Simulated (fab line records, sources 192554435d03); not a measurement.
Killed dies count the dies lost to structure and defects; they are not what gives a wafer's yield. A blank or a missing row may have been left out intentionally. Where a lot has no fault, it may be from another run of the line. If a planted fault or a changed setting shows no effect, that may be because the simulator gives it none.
Matching of chambers ; flow n5_finfet ; 4 sister chambers for N5_ILD0_LINER_00 on ald_sin-03
The step material SiNx, target thk 4 nm, pulse time 1 s, purge time 2 s. 16 wafers are shown with their chamber, then 8 later ones without.

== EACH WAFER AND ITS CHAMBER ==
wafer;chamber;heater_power_w (W);precursor_pulse_height_rel;susceptor_temp_C (C)
L074.1;1;845;0.992;399.76
L074.3;2;832;0.960;399.89
L074.6;2;870;0.987;399.95
L081.1;1;867;0.970;400.20
L081.3;0;984;1.018;400.12
L081.4;2;830;1.009;399.74
L083.2;2;851;1.009;399.83
L083.4;3;908;1.004;399.85
L083.6;3;874;1.050;399.94
L084.1;3;882;1.021;400.42
L084.4;1;853;1.029;400.00
L084.6;2;827;1.013;400.04
L086.1;1;850;1.001;399.81
L086.5;0;1008;0.989;399.91
L086.6;3;887;0.989;399.85
L087.1;1;846;0.996;399.61

SIGNATURES, as means of the wafers listed above
reading;chamber 0;chamber 1;chamber 2;chamber 3;scatter within a chamber
heater_power_w;996.00;852.20;842.00;887.75;14.6
precursor_pulse_height_rel;1.00350;0.99760;0.99560;1.01600;0.0229
susceptor_temp_C;400.0150;399.8760;399.8900;400.0150;0.206
Rule: a wafer's distance from a chamber is the root of the sum, over the readings, of the square of ((its reading less the chamber's mean) divided by the reading's scatter). The wafer belongs to the nearest chamber; if the next one is less than 2 further off, it can't be placed. The scatter: the root of (the sum of the squares of (reading less its chamber's mean) over the shown wafers, divided by (wafers less chambers)).

== WAFERS WHOSE CHAMBER IS MISSING ==
wafer;heater_power_w (W);precursor_pulse_height_rel;susceptor_temp_C (C)
L087.2;966;0.992;400.26
L087.5;897;1.022;400.34
L088.1;977;1.005;399.98
L088.3;852;1.048;399.97
L088.6;841;0.987;400.19
L089.2;900;0.985;400.23
L089.3;850;0.980;400.21
L089.6;853;0.989;400.33

== WHICH CHAMBER EACH ONE RAN IN ==
wafer;from the rows above;in truth
L087.2;0;0
L087.5;3;3
L088.1;0;0
L088.3;can't be placed: 1 or 2 or 3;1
L088.6;can't be placed: 2 or 1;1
L089.2;can't be placed: 3 or 1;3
L089.3;can't be placed: 2 or 1 or 3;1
L089.6;can't be placed: 1 or 2 or 3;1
Correct placement for 3 of the 8. Can't be placed from these rows: 5 (the true chamber is among the candidates in 5). Wrongly placed: 0.
